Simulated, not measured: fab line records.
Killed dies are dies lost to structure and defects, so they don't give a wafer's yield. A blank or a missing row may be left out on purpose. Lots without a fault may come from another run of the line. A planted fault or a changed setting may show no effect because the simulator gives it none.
Chamber matching    flow nand-harc    NHARC_A_BONDPAD_DESCUM_11 on rie-diel-06: 4 sister chambers
The step chemistry O2, time 3 s. 4 wafers are shown with their chamber, then 7 later ones without.

## WAFERS WITH THEIR CHAMBER
wafer   chamber  drypump-motor-current-A (A)
L822.3  1        5.1
L821.1  2        6.1
L823.3  3        6.4
L823.4  0        5.6

## WAFERS WITHOUT THEIR CHAMBER
wafer   drypump-motor-current-A (A)
L823.6  5.6
L826.1  5.6
L826.4  6.1
L826.5  6.1
L827.2  5.2
L827.3  6.4
L827.5  5.6

## WHICH CHAMBER EACH ONE RAN IN
wafer   from the rows above  in truth
L823.6  0                    0
L826.1  0                    0
L826.4  2                    2
L826.5  2                    2
L827.2  1                    1
L827.3  3                    3
L827.5  0                    0
Correctly placed: 7 of 7. Not placeable from these rows: 0. 0 placed wrongly.
How it was worked out, from the rows above alone: a wafer's distance from a chamber is the root of the sum, over the readings, of the square of ((its reading less the chamber's mean) divided by the reading's scatter). If the next closest chamber is less than 2 further off than the closest, the wafer can't be placed; otherwise it belongs to the closest. The mean given for a chamber averages the wafers shown for that chamber. The scatter: root of mean squared gap, hidden wafer to nearest shown wafer, with one shown wafer a chamber.
